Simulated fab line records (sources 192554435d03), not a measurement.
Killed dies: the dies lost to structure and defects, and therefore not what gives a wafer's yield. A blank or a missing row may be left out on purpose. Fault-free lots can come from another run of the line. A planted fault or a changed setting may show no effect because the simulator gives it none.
Matching of chambers | flow n5_finfet | N5_SD_EPI_P_ETCH_47 on rie_diel-01 has 4 sister chambers
The step etches SiOCN in CH3F/O2, target depth 25 nm. 4 wafers are shown with their chamber, then 7 later ones without.

## WAFERS, EACH WITH ITS CHAMBER
wafer  | chamber | throttle_valve_pct (%)
L536.3 | 2       | 16.19
L536.4 | 1       | 16.78
L538.1 | 3       | 16.19
L538.4 | 0       | 15.96

## WAFERS WITHOUT THEIR CHAMBER
wafer  | throttle_valve_pct (%)
L538.5 | 16.21
L539.1 | 16.22
L539.2 | 16.18
L539.4 | 16.80
L540.3 | 15.99
L540.4 | 16.20
L540.5 | 16.22

## WHICH CHAMBER EACH WENT THROUGH
wafer  | from the rows above     | in truth
L538.5 | can't be placed: 2 or 3 | 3
L539.1 | can't be placed: 2 or 3 | 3
L539.2 | can't be placed: 2 or 3 | 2
L539.4 | 1                       | 1
L540.3 | 0                       | 0
L540.4 | can't be placed: 2 or 3 | 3
L540.5 | can't be placed: 2 or 3 | 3
Correctly placed: 2 of 7. Can't be placed from these rows: 5 (the true chamber is among the candidates in 5). Wrongly placed: 0.
How it was worked out, from the rows above alone: a wafer's distance from a chamber is the root of the sum, over the readings, of the square of ((its reading less the chamber's mean) divided by the reading's scatter). The wafer belongs to the nearest chamber; if the next one is less than 2 further off, it can't be placed. For every chamber, the mean is computed from those of its wafers that are shown. The scatter: with one shown wafer a chamber, the root of the mean of the squares of how far each hidden wafer lies from its nearest shown one.
